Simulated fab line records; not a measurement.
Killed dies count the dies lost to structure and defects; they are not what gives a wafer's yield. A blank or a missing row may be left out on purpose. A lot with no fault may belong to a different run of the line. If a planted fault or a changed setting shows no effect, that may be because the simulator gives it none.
What tool caused it? | flow nand harc | 12 lots, 36 wafers sampled, at 5 steps of a route of 1302

## WHAT EACH GAUGE READ, for each wafer
NHARC_P_CONTACT_CD_MEAS_12: the cd target is 90 nm. Usual: cd nm reads 89.7 nm (standard deviation 0.66).
lot  | measured     | on        | cd nm (nm)     | flag
L301 | day 6 07:56  | cd sem-03 | 89.4 90.5 90.2 |
L303 | day 7 03:09  | cd sem-02 | 89.4 89.3 90.2 |
L305 | day 8 05:52  | cd sem-02 | 90.0 89.6 90.1 |
L306 | day 8 10:22  | cd sem-01 | 90.8 90.9 90.8 |
L307 | day 8 20:15  | cd sem-02 | 89.1 89.4 89.7 |
L308 | day 9 11:56  | cd sem-03 | 89.2 89.2 89.1 |
L315 | day 12 04:15 | cd sem-01 | 85.8 86.7 85.8 | OFF
L316 | day 12 15:56 | cd sem-01 | 86.5 87.0 86.6 | OFF
L317 | day 13 03:14 | cd sem-03 | 89.9 90.0 90.9 |
L318 | day 13 08:06 | cd sem-03 | 88.3 89.7 89.6 |
L320 | day 14 17:11 | cd sem-03 | 91.2 90.2 90.7 |
L323 | day 15 20:17 | cd sem-03 | 89.7 89.8 89.7 |

NHARC_P_CONTACT_INSPECT_14. Usual: raw defect count reads 3.9 (standard deviation 2.4).
lot  | measured     | on                | raw defect count | flag
L301 | day 6 08:04  | defect inspect-01 | 4 7 3            |
L303 | day 7 03:17  | defect inspect-01 | 1 2 14           |
L305 | day 8 05:59  | defect inspect-01 | 2 1 2            |
L306 | day 8 10:29  | defect inspect-01 | 4 5 0            |
L307 | day 8 20:22  | defect inspect-02 | 5 2 3            |
L308 | day 9 12:04  | defect inspect-02 | 0 3 3            |
L315 | day 12 04:23 | defect inspect-01 | 1 5 3            |
L316 | day 12 16:04 | defect inspect-02 | 3 5 1            |
L317 | day 13 03:21 | defect inspect-01 | 3 2 5            |
L318 | day 13 08:13 | defect inspect-02 | 5 2 2            |
L320 | day 14 17:19 | defect inspect-02 | 1 2 6            |
L323 | day 15 20:25 | defect inspect-01 | 7 3 3            |

## EACH LOT AND THE TOOL THAT RAN IT (in order: tool; ch and the chambers of the sampled wafers; start)
lot  | NHARC_P_GATE_DESCUM_93             | NHARC_P_GATE_RTA_80              | NHARC_P_CONTACT_PEB_10
L301 | rie diel-01 ch 0,3, day 6 03:25    | rtp anneal-02 ch 0, day 6 05:40  | litho track-04 ch 0, day 6 07:52
L303 | rie diel-03 ch 0,2,3, day 6 22:39  | rtp anneal-02 ch 0, day 7 00:55  | litho track-01 ch 0, day 7 03:04
L305 | rie diel-01 ch 1,2, day 8 00:56    | rtp anneal-01 ch 0, day 8 03:31  | litho track-04 ch 0, day 8 05:47
L306 | rie diel-01 ch 1,2, day 8 05:44    | rtp anneal-02 ch 0, day 8 08:05  | litho track-04 ch 0, day 8 10:17
L307 | rie diel-03 ch 0,1, day 8 15:44    | rtp anneal-01 ch 0, day 8 17:58  | litho track-06 ch 0, day 8 20:10
L308 | rie diel-01 ch 0,2,3, day 9 07:32  | rtp anneal-01 ch 0, day 9 09:49  | litho track-01 ch 0, day 9 11:52
L315 | rie diel-01 ch 1,2,3, day 11 23:38 | rtp anneal-02 ch 0, day 12 02:01 | litho track-01 ch 0, day 12 04:10
L316 | rie diel-03 ch 0,1,2, day 12 11:16 | rtp anneal-02 ch 0, day 12 13:39 | litho track-01 ch 0, day 12 15:51
L317 | rie diel-01 ch 1,2, day 12 22:43   | rtp anneal-01 ch 0, day 13 00:59 | litho track-04 ch 0, day 13 03:09
L318 | rie diel-08 ch 0,1, day 13 03:35   | rtp anneal-01 ch 0, day 13 05:50 | litho track-06 ch 0, day 13 08:01
L320 | rie diel-03 ch 2,3, day 14 09:38   | rtp anneal-01 ch 0, day 14 11:54 | litho track-04 ch 0, day 14 17:07
L323 | rie diel-01 ch 0,1, day 15 15:46   | rtp anneal-02 ch 0, day 15 18:04 | litho track-01 ch 0, day 15 20:13
- NHARC_P_GATE_DESCUM_93: chemistry O2, time 3 s.
- NHARC_P_GATE_RTA_80: time 30 s.
- NHARC_P_CONTACT_PEB_10: peb time 65 s.

## WHAT THE TOOLS THEMSELVES READ (means of the sampled wafers that have a number; where no wafer has one, the mark that the record gives instead)
NHARC_P_GATE_DESCUM_93. Usual: drypump motor current A 5.5 A, standard deviation 0.34; oes product au 1.005 a.u., standard deviation 0.0093; rf vpp V 57.9 V, standard deviation 0.89; showerhead plenum p Torr 1.94 Torr, standard deviation 0.071; throttle valve pct 11.311 %, standard deviation 0.0088.
lot  | tool        | drypump motor current A (A) | oes product au (a.u.) | rf vpp V (V) | showerhead plenum p Torr (Torr) | throttle valve pct (%) | flag
L301 | rie diel-01 | 5.4                         | 1.000                 | 57.7         | 1.92                            | 11.303                 |
L303 | rie diel-03 | 5.7                         | 1.004                 | 57.3         | 1.94                            | 11.309                 |
L305 | rie diel-01 | 5.5                         | 1.014                 | 57.1         | 1.93                            | 11.312                 |
L306 | rie diel-01 | 5.5                         | 1.008                 | 58.3         | 1.93                            | 11.311                 |
L307 | rie diel-03 | 5.8                         | 0.989                 | 57.4         | 1.95                            | 11.304                 |
L308 | rie diel-01 | 5.5                         | 1.008                 | 58.1         | 1.96                            | 11.305                 |
L315 | rie diel-01 | 5.6                         | 1.011                 | 57.5         | 1.93                            | 11.299                 |
L316 | rie diel-03 | 5.8                         | 0.999                 | 58.5         | 1.97                            | 11.306                 |
L317 | rie diel-01 | 5.5                         | 1.003                 | 56.8         | 1.93                            | 11.310                 |
L318 | rie diel-08 | 5.2                         | 1.010                 | 57.2         | 1.84                            | 11.301                 |
L320 | rie diel-03 | 5.9                         | 0.995                 | 57.8         | 2.00                            | 11.306                 |
L323 | rie diel-01 | 5.1                         | 1.015                 | 57.8         | 1.94                            | 11.308                 |

NHARC_P_GATE_RTA_80. Usual: lamp power pct 2.21 %, standard deviation 0.25; wafer_temp_C_max 301.7, standard deviation 0.4.
lot  | tool          | lamp power pct (%) | wafer_temp_C_max | flag
L301 | rtp anneal-02 | 2.45               | 301.5            |
L303 | rtp anneal-02 | 2.46               | 301.9            |
L305 | rtp anneal-01 | 1.95               | 301.3            |
L306 | rtp anneal-02 | 2.45               | 301.7            |
L307 | rtp anneal-01 | 1.96               | 301.7            |
L308 | rtp anneal-01 | 1.96               | 301.3            |
L315 | rtp anneal-02 | 2.45               | 301.7            |
L316 | rtp anneal-02 | 2.45               | 302.1            |
L317 | rtp anneal-01 | 1.95               | 301.3            |
L318 | rtp anneal-01 | 1.95               | 302.0            |
L320 | rtp anneal-01 | 1.95               | 301.5            |
L323 | rtp anneal-02 | 2.45               | 302.3            |

NHARC_P_CONTACT_PEB_10. Usual: heater power total W 156.7 W, standard deviation 0.41; plate temp C 100.02 C, standard deviation 0.12.
lot  | tool           | heater power total W (W) | plate temp C (C) | flag
L301 | litho track-04 | 156.8                    | 100.13           |
L303 | litho track-01 | 156.4                    | 100.02           |
L305 | litho track-04 | 156.3                    | 100.12           |
L306 | litho track-04 | 156.7                    | 99.97            |
L307 | litho track-06 | 156.8                    | 100.08           |
L308 | litho track-01 | 157.0                    | 100.01           |
L315 | litho track-01 | 154.9                    | 99.35            | OFF
L316 | litho track-01 | 154.9                    | 99.29            | OFF
L317 | litho track-04 | 156.7                    | 99.98            |
L318 | litho track-06 | 156.4                    | 99.94            |
L320 | litho track-04 | 156.8                    | 100.04           |
L323 | litho track-01 | 156.8                    | 100.13           |

## THE ANSWER, worked out from the rows above alone
Rule: a lot is off if the mean of its wafers that have a number lies more than 3 standard deviations from the usual mean. A lot without any number at a reading at which 4 lots or more have one is off too. Any other lot the step has rows for is counted as sound. The gauges are gone through in route order, then the tools' own readings, and for those a lot's mean is taken as printed above. At the first step where some lot is off, the reading lying furthest off is the one used; lots without a number count as furthest.
Off at NHARC_P_CONTACT_CD_MEAS_12 (cd nm): L315, L316.
A tool fits if, at a process step before that reading, it ran every lot that is off, and no sound lot after the first of them. Not tried: the gauges at NHARC_P_CONTACT_CD_MEAS_12; whatever is off there is also off at NHARC_P_CONTACT_PEB_10, on other tools, and gauge error can't account for it. None of those tried fits.

## WHAT WAS PUT IN BY THE SIMULATOR
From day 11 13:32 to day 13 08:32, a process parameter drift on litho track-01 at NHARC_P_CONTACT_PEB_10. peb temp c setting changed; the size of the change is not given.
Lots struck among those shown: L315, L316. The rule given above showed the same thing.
